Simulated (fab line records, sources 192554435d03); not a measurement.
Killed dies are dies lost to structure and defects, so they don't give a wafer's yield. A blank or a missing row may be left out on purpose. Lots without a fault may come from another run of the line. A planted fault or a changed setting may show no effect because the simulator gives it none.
Split-lot experiment | flow n5_finfet | 7 lots, 21 wafers read, on a route of 1938 steps

THE SPLIT
At N5_GATE_CUT_ETCH_37 (etches SOC in N2/H2, target depth 60 nm, overetch 12 nm, time 90 s), the setting bias_w was moved away from the recipe's 150 W on 8 of the 21 wafers read, by -14.4% to +16.5%. The other wafers ran this setting at the recipe's value.

The reading is taken at the split's own step.

THE READING
rf_vpp_V, in V, at N5_GATE_CUT_ETCH_37 (etches SOC in N2/H2, target depth 60 nm, overetch 12 nm, time 90 s). Fault-free wafers of this fab line usually give 524.2 V, standard deviation 2.8 V.

wafer  | tool, chamber at the split | bias_w as run, W | against the recipe | rf_vpp_V, V | against lot-mates on the recipe
L074.1 | rie_diel-01, 0             | 150              | recipe             | 526.9       | -
L074.3 | rie_diel-01, 1             | 169.4            | +12.9%             | 565.7       | +42.1
L074.5 | rie_diel-01, 3             | 150              | recipe             | 520.3       | -
L078.1 | rie_diel-06, 2             | 150              | recipe             | 522.3       | -
L078.2 | rie_diel-06, 3             | 150              | recipe             | 527.5       | -
L078.5 | rie_diel-06, 0             | 128.4            | -14.4%             | 473.1       | -51.8
L080.1 | rie_diel-03, 2             | 150              | recipe             | 521.1       | -
L080.3 | rie_diel-03, 3             | 150              | recipe             | 525.1       | -
L080.4 | rie_diel-03, 0             | 132.8            | -11.5%             | 488.1       | -35.0
L086.1 | rie_diel-06, 3             | 150              | recipe             | 528.8       | -
L086.3 | rie_diel-06, 1             | 128.9            | -14.1%             | 477.1       | -51.7
L086.4 | rie_diel-06, 0             | 128.9            | -14.1%             | 472.9       | -55.9
L087.1 | rie_diel-06, 1             | 150              | recipe             | 525.4       | -
L087.2 | rie_diel-06, 2             | 150              | recipe             | 521.7       | -
L087.3 | rie_diel-06, 0             | 150              | recipe             | 522.4       | -
L088.1 | rie_diel-06, 2             | 150              | recipe             | 522.0       | -
L088.2 | rie_diel-06, 0             | 174.8            | +16.5%             | 574.2       | +50.1
L088.3 | rie_diel-06, 1             | 150              | recipe             | 526.3       | -
L096.2 | rie_diel-01, 2             | 150              | recipe             | 520.3       | -
L096.3 | rie_diel-01, 3             | 137.2            | -8.5%              | 492.7       | -27.6
L096.6 | rie_diel-01, 2             | 137.2            | -8.5%              | 492.4       | -27.9

THE FIT
A straight line over all 21 wafers: rf_vpp_V changes by +3.32 V for each +1% of bias_w; r = +0.99; the points scatter about the line by 2.9 V.
The same after taking each lot's own level away (the mean of its wafers on the recipe; 21 wafers): +3.39 V for each +1%; r = +0.99; scatter 3.2 V.
On that fit, the largest move of bias_w shifts the reading by 56 V.
The lots' own levels span 520.30 to 528.80 V, that is 3.0 times the standard deviation above.
So the lot-to-lot level changes the slope little: the two slopes agree.
Check: with one of the wafers moved furthest among these (+16.5%) left out of the fit, the line predicts +57.7 V for it against its lot-mates. It came out at +50.1 V against them.
Tool readings at the split's step, against how far the setting was moved: rf_vpp_V r = +0.99.

OTHER SPLITS ON THESE WAFERS
These wafers also went through other splits before the reading. Each is held against what the fit with the lots' levels taken away leaves over:
other split on the same wafers        | wafers away from the commonest value | r with rf_vpp_V (lot level and that fit taken away)
N5_SD_EPI_N_PEB_07 peb_time_s         | 6                                    | -0.28
N5_SD_EPI_N_DEVELOP_08 develop_time_s | 6                                    | -0.02
N5_SDB_COAT_03 spin_rpm               | 6                                    | +0.10
N5_HKMG_FIN_EXPOSE_09 dose_mj         | 12                                   | -0.10
N5_HKMG_FIN_DESCUM_17 time_s          | 7                                    | +0.15
N5_GATE_CUT_DESCUM_18 time_s          | 10                                   | -0.27

THE WHOLE CHAIN: every reading that the file lists as answering this split, in the file's order
step                | what it does                                                       | reading                                                                           | change (the file's fit)                | r (the file's)
N5_GATE_CUT_ETCH_37 | etches SOC in N2/H2, target depth 60 nm, overetch 12 nm, time 90 s | rf_vpp_V                                                                          | +3.35 V for each +1% of the setting    | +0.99
N5_GATE_CUT_ETCH_37 | etches SOC in N2/H2, target depth 60 nm, overetch 12 nm, time 90 s | SiARC_of_GATE_CUT_COAT_35.thk_nm (the simulator's own value, which no gauge read) | -0.0574 nm for each +1% of the setting | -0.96

THE FILE'S OWN FIT
rf_vpp_V changes by +3.35 V for each +1% of bias_w, r = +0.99.
